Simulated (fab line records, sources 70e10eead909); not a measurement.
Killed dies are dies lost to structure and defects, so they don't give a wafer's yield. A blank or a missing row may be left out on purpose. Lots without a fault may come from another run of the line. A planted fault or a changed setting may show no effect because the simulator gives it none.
Which tool did it? | flow nand_harc | 12 lots, 36 wafers sampled, at 6 steps of a route of 1302

WHAT THE GAUGES READ, wafer by wafer
NHARC_P_M1_OVL_MEAS_10: pitch 260 nm.
lot  | measured     | on         | overlay_x_nm (nm)             | overlay_y_nm (nm)
L979 | day 6 08:31  | overlay-01 | 0.7 0.2 0.4                   | -0.1 0.1 -0.1
L980 | day 6 21:17  | overlay-01 | 1.2 0.5 0.9                   | -1.7 -0.7 -0.9
L981 | day 7 09:53  | overlay-01 | -1.0 -1.3 -1.0                | -0.1 0.4 0.1
L982 | day 7 19:36  | overlay-01 | -0.7 0.1 0.3                  | -0.1 -0.5 -0.2
L983 | day 8 06:37  | overlay-02 | 0.3 0.4 0.6                   | -0.7 -0.5 -0.2
L984 | day 8 18:39  | overlay-02 | -0.6 -0.1 -0.3                | -0.8 -0.3 -0.5
L985 | day 9 00:20  | overlay-01 | 0.6 0.6 0.6                   | 0.1 0.3 0.5
L986 | day 9 16:29  | overlay-01 | -0.6 -0.7 -0.2                | -1.7 -1.4 -1.2
L987 | day 9 21:53  | overlay-02 | 9.5 9.4 9.6 9.4 9.4 9.3       | 0.6 1.6 0.6 1.0 0.8 1.3
L991 | day 11 15:04 | overlay-01 | 10.5 11.5 10.8 10.7 10.9 11.1 | 0.6 1.2 1.5 1.2 1.2 0.7
L995 | day 13 12:28 | overlay-02 | 12.0 12.2 12.4 12.1 12.0 11.8 | -1.4 -1.1 -0.8 -1.3 -1.4 -1.2
L100 | day 16 03:20 | overlay-02 | 0.8 0.2 0.6                   | 1.3 1.2 1.3

NHARC_END_SORT_01.
lot  | measured     | on        | defect_limited_yield (%) | killed_at_array | killed_at_other | killed_at_periphery | killed_dies | killed_open | killed_short
L987 | day 27 15:15 | prober-02 | 89.2                     | 68              | 2               | 3                   | 73          | 4           | 5

WHICH TOOL RAN EACH LOT (tool, then ch and the chambers of the sampled wafers, then the start)
lot  | NHARC_P_M0_PRE_CLEAN_29                 | NHARC_P_M0_DEP_32               | NHARC_P_M1_EXPOSE_06               | NHARC_P_M1_STRIP_18
L979 | pvd_sputter-03, day 6 07:16 or earlier  | pecvd-04 ch 0,1,2, day 6 07:16  | arfi_scanner-03 ch 0, day 6 08:17  | rie_diel-05 ch 0,1,2, day 6 09:03
L980 | pvd_sputter-01, day 6 20:02 or earlier  | pecvd-03 ch 0,1, day 6 20:02    | arfi_scanner-01 ch 0, day 6 21:04  | rie_diel-05 ch 0,2,3, day 6 21:49
L981 | pvd_sputter-02, day 7 08:33 or earlier  | pecvd-01 ch 0,1,2, day 7 08:33  | arfi_scanner-03 ch 0, day 7 09:40  | rie_diel-07 ch 1,2,3, day 7 10:25
L982 | pvd_sputter-01, day 7 18:19 or earlier  | pecvd-03 ch 0,2, day 7 18:19    | arfi_scanner-01 ch 0, day 7 19:23  | rie_diel-05 ch 0,1, day 7 20:07
L983 | pvd_sputter-01, day 8 05:16 or earlier  | pecvd-03 ch 0,2, day 8 05:16    | arfi_scanner-03 ch 0, day 8 06:22  | rie_diel-11 ch 0,3, day 8 07:06
L984 | pvd_sputter-02, day 8 17:29 or earlier  | pecvd-01 ch 0,2, day 8 17:29    | arfi_scanner-03 ch 0, day 8 18:26  | rie_diel-11 ch 0,1,2, day 8 19:12
L985 | pvd_sputter-02, day 8 23:08 or earlier  | pecvd-01 ch 0,1,2, day 8 23:08  | arfi_scanner-03 ch 0, day 9 00:06  | rie_diel-07 ch 0,2,3, day 9 00:49
L986 | pvd_sputter-03, day 9 15:12 or earlier  | pecvd-03 ch 0,2, day 9 15:12    | arfi_scanner-01 ch 0, day 9 16:17  | rie_diel-05 ch 0,1,2, day 9 17:01
L987 | pvd_sputter-03, day 9 20:35 or earlier  | pecvd-01 ch 0,1, day 9 20:35    | arfi_scanner-03 ch 0, day 9 21:40  | rie_diel-07 ch 1,2,3, day 10 06:39
L991 | pvd_sputter-02, day 11 13:49 or earlier | pecvd-04 ch 0,1,2, day 11 13:49 | arfi_scanner-03 ch 0, day 11 14:51 | rie_diel-05 ch 1,2,3, day 11 20:28
L995 | pvd_sputter-01, day 13 11:08 or earlier | pecvd-04 ch 0,2, day 13 11:08   | arfi_scanner-03 ch 0, day 13 12:14 | rie_diel-11 ch 0,1,2, day 13 19:24
L100 | pvd_sputter-02, day 16 01:13 or earlier | pecvd-03 ch 2, day 16 01:13     | arfi_scanner-02 ch 0, day 16 03:07 | rie_diel-11 ch 1,2, day 16 03:48
- NHARC_P_M0_PRE_CLEAN_29: time 30 s.
- NHARC_P_M0_DEP_32: deposits SiCN, target thk 30 nm.
- NHARC_P_M1_EXPOSE_06: exposes mask P M1, target cd 130 nm.
- NHARC_P_M1_STRIP_18: strips in N2/H2.

WHAT THE TOOLS THEMSELVES READ (means of the sampled wafers that have a number; where no wafer has one, the mark that the record gives instead)
NHARC_P_M0_PRE_CLEAN_29.
lot  | tool           | heater_power_w (W)
L979 | pvd_sputter-03 | 440
L980 | pvd_sputter-01 | 421
L981 | pvd_sputter-02 | 377
L982 | pvd_sputter-01 | 374
L983 | pvd_sputter-01 | 417
L984 | pvd_sputter-02 | 369
L985 | pvd_sputter-02 | 369
L986 | pvd_sputter-03 | 451
L987 | pvd_sputter-03 | 411
L991 | pvd_sputter-02 | 360
L995 | pvd_sputter-01 | 391
L100 | pvd_sputter-02 | 378

NHARC_P_M0_DEP_32.
lot  | tool     | heater_power_w (W) | rf_fwd_power_W (W)
L979 | pecvd-04 | 581                | 448.3
L980 | pecvd-03 | 588                | 449.5
L981 | pecvd-01 | 558                | 448.1
L982 | pecvd-03 | 583                | 448.9
L983 | pecvd-03 | 485                | 449.4
L984 | pecvd-01 | 471                | 449.5
L985 | pecvd-01 | 529                | 450.0
L986 | pecvd-03 | 531                | 450.1
L987 | pecvd-01 | 538                | 449.5
L991 | pecvd-04 | 536                | 447.0
L995 | pecvd-04 | 559                | 448.3
L100 | pecvd-03 | 435                | 449.4

NHARC_P_M1_STRIP_18.
lot  | tool        | drypump_motor_current_A (A) | oes_product_au (a.u.) | power_w (W) | rf_fwd_power_W (W) | rf_vpp_V (V) | showerhead_plenum_p_Torr (Torr) | throttle_valve_pct (%)
L979 | rie_diel-05 | 5.8                         | 1.008                 | 1001        | 998                | 91.1         | 1.97                            | 14.164
L980 | rie_diel-05 | 5.6                         | 1.011                 | 1003        | 997                | 89.9         | 1.97                            | 14.175
L981 | rie_diel-07 | 5.6                         | 1.001                 | 999         | 997                | 91.7         | 2.11                            | 14.168
L982 | rie_diel-05 | 5.7                         | 1.002                 | 999         | 993                | 90.4         | 1.99                            | 14.176
L983 | rie_diel-11 | 5.6                         | 1.025                 | 998         | 998                | 90.9         | 2.09                            | 14.167
L984 | rie_diel-11 | 5.6                         | 1.009                 | 999         | 995                | 91.8         | 2.12                            | 14.169
L985 | rie_diel-07 | 5.8                         | 0.995                 | 994         | 998                | 91.1         | 2.09                            | 14.172
L986 | rie_diel-05 | 5.8                         | 1.002                 | 1002        | 998                | 91.5         | 1.97                            | 14.170
L987 | rie_diel-07 | 5.6                         | 0.997                 | 1001        | 999                | 91.1         | 2.10                            | 14.166
L991 | rie_diel-05 | 5.8                         | 1.013                 | 999         | 997                | 90.3         | 1.96                            | 14.175
L995 | rie_diel-11 | 5.6                         | 1.005                 | 1000        | 995                | 90.6         | 2.11                            | 14.170
L100 | rie_diel-11 | 5.7                         | 0.996                 | 1001        | 997                | 90.8         | 2.15                            | 14.174

THE ANSWER, worked out from the rows above alone
Rule: what is usual is taken from the lots themselves. Put in order of their means at a reading, lots are off if they are a third of the lots or fewer, leave a main group of 4 or more, and stand apart from it by a gap of 3 or more times the standard deviation of the main group's means; of several such gaps the widest counts. A main group whose means are all the same, to the digits that the tables above print for the reading, isn't used. A lot without any number at a reading at which 4 lots or more have one is off too. The other lots that the step has rows for count as sound. The gauges are gone through in route order, then the tools' own readings, and for those a lot's mean is taken as printed above. The first step at which some lot is off is used, and at that step the reading that is off furthest; a lot without a number counts as furthest.
Off: L987, L991, L995, at NHARC_P_M1_OVL_MEAS_10 (overlay_x_nm). The main group: mean 0.1 nm, standard deviation 0.6.
A tool fits if, at a process step before that reading, it ran every lot that is off, and no sound lot after the first of them. The gauges at NHARC_P_M1_OVL_MEAS_10 are tried like those tools. NHARC_P_M0_PRE_CLEAN_29 gives no start for some lots, so the hours and the order of its lots are those of NHARC_P_M0_DEP_32. One fits: arfi_scanner-03 at NHARC_P_M1_EXPOSE_06. Its last sound lot is L985 (day 9 00:06), its first lot that is off L987 (day 9 21:40): a fault that began between those two fits.

WHAT THE SIMULATOR HAD PUT IN
Scanner matching overlay: arfi_scanner-03, from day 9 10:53 on, at NHARC_P_M1_EXPOSE_06. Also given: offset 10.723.
Lots struck among those shown: L987, L991, L995. The rule above found the same.
